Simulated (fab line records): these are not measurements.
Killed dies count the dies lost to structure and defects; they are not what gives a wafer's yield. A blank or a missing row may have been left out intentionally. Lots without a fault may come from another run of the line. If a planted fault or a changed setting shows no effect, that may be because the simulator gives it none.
Comparing a struck lot with a sound one / flow nand harc / 13 steps out of a route of 1302
Sound: the wafers L941.1, L941.2, L941.3. The struck wafers were L947.3, L947.4, L947.5. Last of all comes the cause.
Each step with rows lists, per side, the tool, then ch with its chambers, then its first start. Under that, the readings that differ: sound wafers / struck wafers / difference of the means / sigmas: that difference in standard deviations of wafers without a fault.
alike: same words and numbers on both sides, and readings whose means sit less than 2 such deviations apart. not compared: any withheld reading, any reading some wafer has no value for, any bound like >300 that may hide the same value, and any number with overlapping values for which the record gives no deviation.
The two part at a step that has a row with sigmas, a row that says differs or no value, or rows on one side only. Numbers that have no deviation but don't overlap get no sigmas and don't part them. A reading missing from all wafers of one side parts the sides only when that side holds two or more wafers.

first, 3 steps without rows for these wafers: NHARC_A_STAIRCASE_STRIP_317 (strips in SPM, time 900 s); NHARC_A_STAIRCASE_PRECLEAN_318 (cleans in SC1); NHARC_A_STAIRCASE_SRD_329.
NHARC_A_STAIRCASE_ALD_415: deposits SiO2, target thk 30 nm, pulse time 6 s, ald cycles 300.
  sound on ald hk-04 ch 0,2,3, day 20 09:17; struck on ald hk-03 ch 0,1,3, day 22 12:32
  alike: heater power w, precursor pulse height rel
NHARC_A_STAIRCASE_ETCHBACK_416: etches the open film in C4F8/O2/Ar, target depth 36 nm, time 7.2 s.
  sound on rie diel-07 ch 0,2,3; struck on rie diel-07 ch 0,3
  alike: oes product au, rf vpp V
  not compared: rf hours counter h
then, 1 step without rows for these wafers: NHARC_A_STAIRCASE_STRIP_476 (strips in O2, time 20 s).
NHARC_A_STAIRCASE_DEP_417: deposits Si3N4, target thk 60 nm.
  sound on pecvd-04 ch 0,1,2, day 20 11:17; struck on pecvd-03 ch 0,1,2, day 22 14:20
  alike: heater power w, showerhead vpp V
then, 3 steps without rows for these wafers: NHARC_A_STAIRCASE_WET_418 (chemistry H3PO4, target depth 20 nm); NHARC_A_STAIRCASE_PRECLEAN_419 (cleans in SC1); NHARC_A_STAIRCASE_SRD_421.
NHARC_A_STAIRCASE_ALD_420: deposits SiO2, target thk 20 nm, pulse time 6 s, ald cycles 200.
  sound on ald hk-01 ch 0,2,3, day 20 14:01; struck on ald hk-04 ch 1,3, day 22 16:02
  alike: heater power w, precursor pulse height rel
NHARC_A_STAIRCASE_CVD_552: deposits SiNx, target thk 40 nm.
  sound on lpcvd-02 ch 0, day 20 18:34; struck on lpcvd-02 ch 0, day 23 00:13
  alike: spike tc bottom C, spike tc centre C
NHARC_A_STAIRCASE_DEP_151: deposits SiO2, target thk 7200 nm.
  sound on pecvd-02 ch 0,1,2, day 20 22:22; struck on pecvd-03 ch 0,1, day 23 04:22
  alike: heater power w

== WHERE THEY PART ==
Nowhere in this record.

WHY: what had been put in by the simulator
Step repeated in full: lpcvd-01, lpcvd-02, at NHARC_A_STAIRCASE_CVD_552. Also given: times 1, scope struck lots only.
